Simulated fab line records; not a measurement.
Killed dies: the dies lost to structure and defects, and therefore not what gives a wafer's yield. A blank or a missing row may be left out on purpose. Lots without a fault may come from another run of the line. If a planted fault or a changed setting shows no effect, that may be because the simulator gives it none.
The tool behind it: which one?	flow n5_finfet	24 lots, 72 wafers sampled, at 6 steps of a route of 1938

WHAT THE GAUGES READ, wafer by wafer
N5_DUMMY_GATE_CD_MEAS_24 targets a cd of 15 nm. Usual: cd_nm 14.9 nm, standard deviation 0.43.
lot	measured	on	cd_nm (nm)	flag
L074	day 2 22:57	cd_sem-03	15.3 14.7 14.8	
L075	day 3 03:47	cd_sem-01	15.1 15.4 15.2	
L076	day 3 11:16	cd_sem-01	15.1 14.7 14.6	
L077	day 3 17:14	cd_sem-03	14.6 15.3 14.8	
L078	day 3 22:26	cd_sem-03	15.1 15.9 15.5	
L079	day 4 05:52	cd_sem-03	14.5 14.7 15.3	
L080	day 4 10:55	cd_sem-02	15.3 15.3 15.9	
L081	day 4 17:19	cd_sem-01	14.6 15.2 15.1	
L082	day 4 22:18	cd_sem-02	15.4 15.4 14.1	
L083	day 5 04:10	cd_sem-01	15.0 15.1 14.8	
L084	day 5 14:37	cd_sem-02	15.3 15.2 15.4	
L085	day 5 18:25	cd_sem-03	15.3 15.1 15.5	
L086	day 6 03:01	cd_sem-01	15.1 15.1 15.4	
L087	day 6 09:32	cd_sem-01	15.4 14.4 14.8	
L088	day 6 11:05	cd_sem-01	15.0 15.0 15.4	
L089	day 6 18:30	cd_sem-02	14.6 14.8 14.6	
L090	day 6 23:05	cd_sem-01	14.8 15.5 14.7	
L091	day 7 03:51	cd_sem-03	14.3 15.8 14.7	
L092	day 7 09:40	cd_sem-02	14.6 15.0 14.8	
L093	day 7 18:01	cd_sem-01	15.3 15.4 14.6	
L094	day 7 21:45	cd_sem-01	15.2 15.3 14.6	
L095	day 8 04:14	cd_sem-02	15.3 14.6 14.2	
L096	day 8 09:52	cd_sem-03	14.6 15.2 15.6	
L097	day 8 16:53	cd_sem-01	14.4 15.2 15.0	

EACH LOT AND THE TOOL THAT RAN IT (in order: tool; ch and the chambers of the sampled wafers; start)
lot	N5_STI_FIN_REVEAL_ETCH_34	N5_STI_FIN_REVEAL_OXIDATION_33	N5_DUMMY_GATE_ALD_02	N5_DUMMY_GATE_STRIP_40	N5_DUMMY_GATE_ETCH_32
L074	rie_si-06 ch 1,2, day 2 12:43	plasma_asher-02 ch 0,1, day 2 13:07	ald_sin-04 ch 0,1,2, day 2 13:34	rie_diel-04 ch 0,1, day 2 22:25	rie_si-02 ch 2,3, day 2 22:45
L075	rie_si-04 ch 0,1,2, day 2 17:31	plasma_asher-01 ch 0,1, day 2 18:01	ald_sin-03 ch 1,3, day 2 18:24	rie_diel-04 ch 0,1,3, day 3 03:14	rie_si-02 ch 1,2,3, day 3 03:35
L076	rie_si-04 ch 0,2, day 3 00:50	plasma_asher-01 ch 0,1, day 3 01:14	ald_sin-02 ch 0,1,2, day 3 01:41	rie_diel-05 ch 1,2,3, day 3 10:41	rie_si-02 ch 0,2,3, day 3 11:04
L077	rie_si-04 ch 0,2,3, day 3 06:02	plasma_asher-01 ch 0,1, day 3 06:28	ald_sin-03 ch 0,1,2, day 3 06:54	rie_diel-04 ch 1,2,3, day 3 16:40	rie_si-02 ch 0,1,3, day 3 17:02
L078	rie_si-05 ch 1,2,3, day 3 12:07	plasma_asher-02 ch 0,1, day 3 12:31	ald_sin-03 ch 2,3, day 3 12:54	rie_diel-01 ch 0,1, day 3 21:53	rie_si-03 ch 0,1,2, day 3 22:14
L079	rie_si-06 ch 0,1,3, day 3 19:30	plasma_asher-01 ch 0,1, day 3 19:58	ald_sin-04 ch 1,2,3, day 3 20:29	rie_diel-05 ch 1,2,3, day 4 05:19	rie_si-03 ch 0,1,2, day 4 05:40
L080	rie_si-05 ch 0,1, day 4 00:31	plasma_asher-02 ch 0,1, day 4 00:59	ald_sin-03 ch 0,1,2, day 4 01:22	rie_diel-05 ch 1,2, day 4 10:22	rie_si-03 ch 0,1,2, day 4 10:43
L081	rie_si-05 ch 0,1,3, day 4 06:52	plasma_asher-02 ch 0, day 4 07:21	ald_sin-04 ch 0,2, day 4 07:54	rie_diel-01 ch 0,1,3, day 4 16:46	rie_si-02 ch 1,2, day 4 17:07
L082	rie_si-05 ch 0,1,3, day 4 11:59	plasma_asher-02 ch 0,1, day 4 12:24	ald_sin-02 ch 0,1,2, day 4 12:47	rie_diel-04 ch 0,2,3, day 4 21:46	rie_si-03 ch 0,2,3, day 4 22:06
L083	rie_si-06 ch 1,3, day 4 17:52	plasma_asher-02 ch 0,1, day 4 18:16	ald_sin-04 ch 0,2,3, day 4 18:39	rie_diel-05 ch 0,3, day 5 03:37	rie_si-02 ch 0,3, day 5 03:58
L084	rie_si-04 ch 2,3, day 5 01:38	plasma_asher-01 ch 0,1, day 5 02:02	ald_sin-03 ch 1,3, day 5 05:05	rie_diel-04 ch 0,2,3, day 5 14:04	rie_si-01 ch 0,1, day 5 14:25
L085	rie_si-05 ch 0,2,3, day 5 06:11	plasma_asher-02 ch 0,1, day 5 06:37	ald_sin-04 ch 0,1,3, day 5 06:59	rie_diel-05 ch 1,2,3, day 5 17:52	rie_si-03 ch 0,2,3, day 5 18:13
L086	rie_si-05 ch 0,1,2, day 5 14:31	plasma_asher-02 ch 0,1, day 5 14:58	ald_sin-04 ch 0,1,3, day 5 15:28	rie_diel-05 ch 0,1,2, day 6 02:26	rie_si-03 ch 2,3, day 6 02:49
L087	rie_si-04 ch 0,3, day 5 23:11	plasma_asher-01 ch 0,1, day 5 23:37	ald_sin-04 ch 0,2,3, day 5 23:58	rie_diel-05 ch 2,3, day 6 08:58	rie_si-02 ch 0,3, day 6 09:20
L088	rie_si-06 ch 1,3, day 5 23:49	plasma_asher-01 ch 0,1, day 6 00:14	ald_sin-04 ch 0,1, day 6 00:37	rie_diel-04 ch 0,1, day 6 10:32	rie_si-03 ch 1,2, day 6 10:53
L089	rie_si-06 ch 1,2,3, day 6 07:31	plasma_asher-02 ch 0,1, day 6 07:55	ald_sin-04 ch 0,2, day 6 08:25	rie_diel-05 ch 2,3, day 6 17:57	rie_si-02 ch 0,2, day 6 18:18
L090	rie_si-05 ch 0,1,3, day 6 12:47	plasma_asher-02 ch 0,1, day 6 13:13	ald_sin-04 ch 1,2, day 6 13:35	rie_diel-04 ch 0,3, day 6 22:32	rie_si-02 ch 0,2, day 6 22:53
L091	rie_si-05 ch 0,3, day 6 17:34	plasma_asher-01 ch 0, day 6 17:58	ald_sin-02 ch 0,1,2, day 6 18:21	rie_diel-04 ch 1,2,3, day 7 03:18	rie_si-01 ch 1,2,3, day 7 03:39
L092	rie_si-06 ch 1,2,3, day 6 23:20	plasma_asher-02 ch 0,1, day 6 23:46	ald_sin-04 ch 0,3, day 7 00:10	rie_diel-05 ch 0,1, day 7 09:07	rie_si-01 ch 0,2, day 7 09:28
L093	rie_si-04 ch 2,3, day 7 07:16	plasma_asher-01 ch 0,1, day 7 08:07	ald_sin-02 ch 0,2,3, day 7 08:30	rie_diel-04 ch 0,1,2, day 7 17:28	rie_si-03 ch 0,1,2, day 7 17:49
L094	rie_si-06 ch 1,2,3, day 7 11:16	plasma_asher-01 ch 0,1, day 7 11:40	ald_sin-02 ch 0,1,3, day 7 12:18	rie_diel-04 ch 1,2,3, day 7 21:13	rie_si-01 ch 0,2,3, day 7 21:33
L095	rie_si-05 ch 0,1,3, day 7 17:32	plasma_asher-01 ch 0,1, day 7 17:59	ald_sin-04 ch 1,2, day 7 18:31	rie_diel-04 ch 1,2,3, day 8 03:35	rie_si-02 ch 0,2,3, day 8 04:02
L096	rie_si-05 ch 1,2, day 7 23:40	plasma_asher-01 ch 0,1, day 8 00:04	ald_sin-02 ch 0,1, day 8 00:26	rie_diel-01 ch 1,2,3, day 8 09:19	rie_si-02 ch 0,2,3, day 8 09:39
L097	rie_si-05 ch 1,2,3, day 8 06:44	plasma_asher-01 ch 0,1, day 8 07:08	ald_sin-02 ch 2,3, day 8 07:31	rie_diel-04 ch 0,2, day 8 16:21	rie_si-01 ch 0,2,3, day 8 16:41
- N5_STI_FIN_REVEAL_ETCH_34: etches Si in H2, material Si, target depth 0.97 nm.
- N5_STI_FIN_REVEAL_OXIDATION_33: chemistry O2 PLASMA REMOTE, time 20 s.
- N5_DUMMY_GATE_ALD_02: deposits SiO2, target thk 2 nm, pulse time 1 s.
- N5_DUMMY_GATE_STRIP_40: strips in CF4.
- N5_DUMMY_GATE_ETCH_32: etches SiO2 in CF4, target depth 3.5 nm, time 3.9 s.

AS READ BY THE TOOLS THEMSELVES (means over the sampled wafers that have a number; for cases with no such wafer, the mark the record gives instead)
N5_STI_FIN_REVEAL_ETCH_34. Usual: drypump_motor_current_A 5.7 A, standard deviation 0.49; oes_product_au 0.987 a.u., standard deviation 0.015; temp_c 20.01 C, standard deviation 0.091; throttle_valve_pct 25.8 %, standard deviation 0.49.
lot	tool	drypump_motor_current_A (A)	oes_product_au (a.u.)	temp_c (C)	throttle_valve_pct (%)	flag
L074	rie_si-06	4.9	1.007	20.10	25.4	
L075	rie_si-04	5.8	0.977	19.93	26.1	
L076	rie_si-04	6.0	0.973	20.12	26.4	
L077	rie_si-04	5.7	0.981	20.00	25.8	
L078	rie_si-05	6.0	0.982	19.98	26.0	
L079	rie_si-06	5.2	1.000	19.97	25.7	
L080	rie_si-05	6.4	0.987	20.00	25.6	
L081	rie_si-05	6.2	0.990	19.97	25.8	
L082	rie_si-05	6.2	0.989	19.98	25.8	
L083	rie_si-06	5.1	0.991	19.93	25.7	
L084	rie_si-04	5.6	0.974	20.07	25.4	
L085	rie_si-05	6.0	0.988	20.03	26.0	
L086	rie_si-05	6.1	0.987	19.91	25.8	
L087	rie_si-04	5.8	0.981	20.02	26.2	
L088	rie_si-06	5.1	0.995	19.96	25.7	
L089	rie_si-06	5.0	1.004	20.04	25.3	
L090	rie_si-05	6.2	0.983	19.96	25.8	
L091	rie_si-05	6.0	0.985	20.00	26.0	
L092	rie_si-06	5.0	0.997	20.03	25.3	
L093	rie_si-04	5.6	0.979	20.03	25.4	
L094	rie_si-06	5.0	1.000	20.02	25.3	
L095	rie_si-05	6.2	0.987	19.99	25.8	
L096	rie_si-05	6.2	0.975	19.95	25.8	
L097	rie_si-05	6.0	0.974	20.00	26.0	

N5_STI_FIN_REVEAL_OXIDATION_33. Usual: drypump_motor_current_A 5.8 A, standard deviation 0.52; heater_power_w 151 W, standard deviation 4.2; temp_c 150.02 C, standard deviation 0.15.
lot	tool	drypump_motor_current_A (A)	heater_power_w (W)	temp_c (C)	flag
L074	plasma_asher-02	5.2	155	149.87	
L075	plasma_asher-01	6.1	147	149.85	
L076	plasma_asher-01	6.1	149	149.93	
L077	plasma_asher-01	6.1	149	150.08	
L078	plasma_asher-02	5.2	154	149.98	
L079	plasma_asher-01	6.1	151	150.02	
L080	plasma_asher-02	5.3	153	150.14	
L081	plasma_asher-02	5.2	153	150.10	
L082	plasma_asher-02	5.2	156	150.04	
L083	plasma_asher-02	5.2	154	149.94	
L084	plasma_asher-01	6.3	150	149.96	
L085	plasma_asher-02	5.2	153	149.98	
L086	plasma_asher-02	5.2	155	149.94	
L087	plasma_asher-01	6.1	151	149.97	
L088	plasma_asher-01	6.1	150	150.06	
L089	plasma_asher-02	5.2	152	150.00	
L090	plasma_asher-02	5.2	155	150.07	
L091	plasma_asher-01	6.4	146	149.98	
L092	plasma_asher-02	5.2	153	149.99	
L093	plasma_asher-01	6.2	149	150.06	
L094	plasma_asher-01	6.2	150	150.13	
L095	plasma_asher-01	6.2	151	150.01	
L096	plasma_asher-01	6.1	147	150.14	
L097	plasma_asher-01	6.3	145	150.03	

N5_DUMMY_GATE_ALD_02. Usual: heater_power_w 477 W, standard deviation 60; precursor_pulse_height_rel 1.000, standard deviation 0.019.
lot	tool	heater_power_w (W)	precursor_pulse_height_rel	flag
L074	ald_sin-04	502	0.994	
L075	ald_sin-03	416	0.992	
L076	ald_sin-02	505	1.015	
L077	ald_sin-03	429	1.017	
L078	ald_sin-03	436	0.996	
L079	ald_sin-04	501	0.975	
L080	ald_sin-03	429	0.997	
L081	ald_sin-04	487	1.000	
L082	ald_sin-02	505	0.975	
L083	ald_sin-04	486	0.999	
L084	ald_sin-03	374	1.006	
L085	ald_sin-04	469	1.017	
L086	ald_sin-04	464	1.002	
L087	ald_sin-04	476	1.014	
L088	ald_sin-04	475	1.016	
L089	ald_sin-04	520	0.999	
L090	ald_sin-04	518	0.996	
L091	ald_sin-02	503	1.002	
L092	ald_sin-04	458	0.984	
L093	ald_sin-02	514	0.989	
L094	ald_sin-02	502	0.990	
L095	ald_sin-04	526	0.986	
L096	ald_sin-02	504	1.003	
L097	ald_sin-02	487	0.992	

N5_DUMMY_GATE_STRIP_40. Usual: cf4_flow_sccm 150.0 sccm, standard deviation 0.4; drypump_motor_current_A 5.7 A, standard deviation 0.38; oes_product_au 0.78 a.u., standard deviation 0.077; rf_vpp_V 271.4 V, standard deviation 1.6; showerhead_plenum_p_Torr 1.81 Torr, standard deviation 0.07; throttle_valve_pct 13.61 %, standard deviation 0.18.
lot	tool	cf4_flow_sccm (sccm)	drypump_motor_current_A (A)	oes_product_au (a.u.)	rf_vpp_V (V)	showerhead_plenum_p_Torr (Torr)	throttle_valve_pct (%)	flag
L074	rie_diel-04	149.5	5.6	0.87	273.1	1.88	13.45	
L075	rie_diel-04	150.2	5.5	0.80	271.2	1.81	13.54	
L076	rie_diel-05	149.9	5.9	0.79	272.4	1.81	13.63	
L077	rie_diel-04	150.0	5.7	0.76	270.4	1.78	13.66	
L078	rie_diel-01	150.4	6.2	0.84	271.2	1.80	13.34	
L079	rie_diel-05	150.4	5.9	0.79	272.4	1.81	13.66	
L080	rie_diel-05	149.9	5.6	0.82	271.3	1.79	13.63	
L081	rie_diel-01	149.6	6.1	0.80	270.6	1.81	13.41	
L082	rie_diel-04	150.2	5.5	0.71	269.6	1.74	13.65	
L083	rie_diel-05	150.0	6.1	0.71	271.2	1.86	13.80	
L084	rie_diel-04	150.2	5.5	0.71	270.6	1.74	13.67	
L085	rie_diel-05	149.9	5.9	0.78	271.9	1.81	13.68	
L086	rie_diel-05	150.3	5.8	0.76	272.2	1.80	13.74	
L087	rie_diel-05	149.8	5.9	0.75	272.4	1.84	13.73	
L088	rie_diel-04	150.0	5.6	0.83	272.2	1.87	13.50	
L089	rie_diel-05	150.1	5.6	0.76	271.0	1.83	13.71	
L090	rie_diel-04	150.4	5.3	0.73	271.0	1.76	13.58	
L091	rie_diel-04	150.0	5.7	0.83	272.3	1.84	13.52	
L092	rie_diel-05	150.0	6.0	0.85	270.9	1.78	13.56	
L093	rie_diel-04	150.4	5.5	0.85	272.7	1.87	13.40	
L094	rie_diel-04	150.4	5.7	0.81	271.7	1.84	13.53	
L095	rie_diel-04	150.2	5.7	0.81	271.9	1.84	13.53	
L096	rie_diel-01	150.2	5.8	0.80	270.2	1.77	13.47	
L097	rie_diel-04	150.1	5.4	0.85	272.5	1.87	13.34	

N5_DUMMY_GATE_ETCH_32. Usual: cf4_flow_sccm 80.02 sccm, standard deviation 0.2; drypump_motor_current_A 5.7 A, standard deviation 0.44; oes_product_au 1.003 a.u., standard deviation 0.013; throttle_valve_pct 21.65 %, standard deviation 0.26.
lot	tool	cf4_flow_sccm (sccm)	drypump_motor_current_A (A)	oes_product_au (a.u.)	throttle_valve_pct (%)	flag
L074	rie_si-02	79.99	5.8	0.999	21.70	
L075	rie_si-02	80.02	5.7	0.989	21.76	
L076	rie_si-02	80.13	5.7	1.008	21.51	
L077	rie_si-02	79.89	5.6	1.001	21.56	
L078	rie_si-03	79.74	5.4	1.002	21.68	
L079	rie_si-03	80.01	5.4	1.002	21.69	
L080	rie_si-03	80.06	5.4	1.014	21.70	
L081	rie_si-02	80.37	5.6	0.998	21.86	
L082	rie_si-03	80.02	5.7	1.012	21.71	
L083	rie_si-02	79.98	5.9	1.014	21.39	
L084	rie_si-01	79.88	6.1	0.989	21.61	
L085	rie_si-03	79.81	5.6	1.015	21.70	
L086	rie_si-03	79.97	5.4	1.013	21.62	
L087	rie_si-02	80.08	5.6	1.001	21.29	
L088	rie_si-03	79.84	5.1	1.008	21.61	
L089	rie_si-02	80.02	5.5	1.007	21.40	
L090	rie_si-02	79.97	5.6	1.001	21.60	
L091	rie_si-01	80.14	6.4	1.002	21.90	
L092	rie_si-01	80.10	5.8	0.992	21.92	
L093	rie_si-03	80.06	5.4	1.006	21.70	
L094	rie_si-01	80.19	6.0	0.996	21.91	
L095	rie_si-02	79.96	5.7	1.013	21.50	
L096	rie_si-02	79.98	5.7	1.007	21.51	
L097	rie_si-01	79.90	6.0	1.006	21.91	

THE ANSWER, worked out from the rows above alone
Rule: lot off if the mean of its wafers having a number is beyond 3 standard deviations from the usual mean. Also off: a lot with no number at a reading for which 4 or more lots have one. All remaining lots with rows at the step are treated as sound. Order of review: gauges by route order, followed by the tools' own readings, for which a lot's mean as printed above is used. The first step at which some lot is off is used, and at that step the reading that is off furthest; a lot without a number counts as furthest.
Across all readings shown, no lot is off: no conclusion can be drawn from this.

WHAT WAS PUT IN BY THE SIMULATOR
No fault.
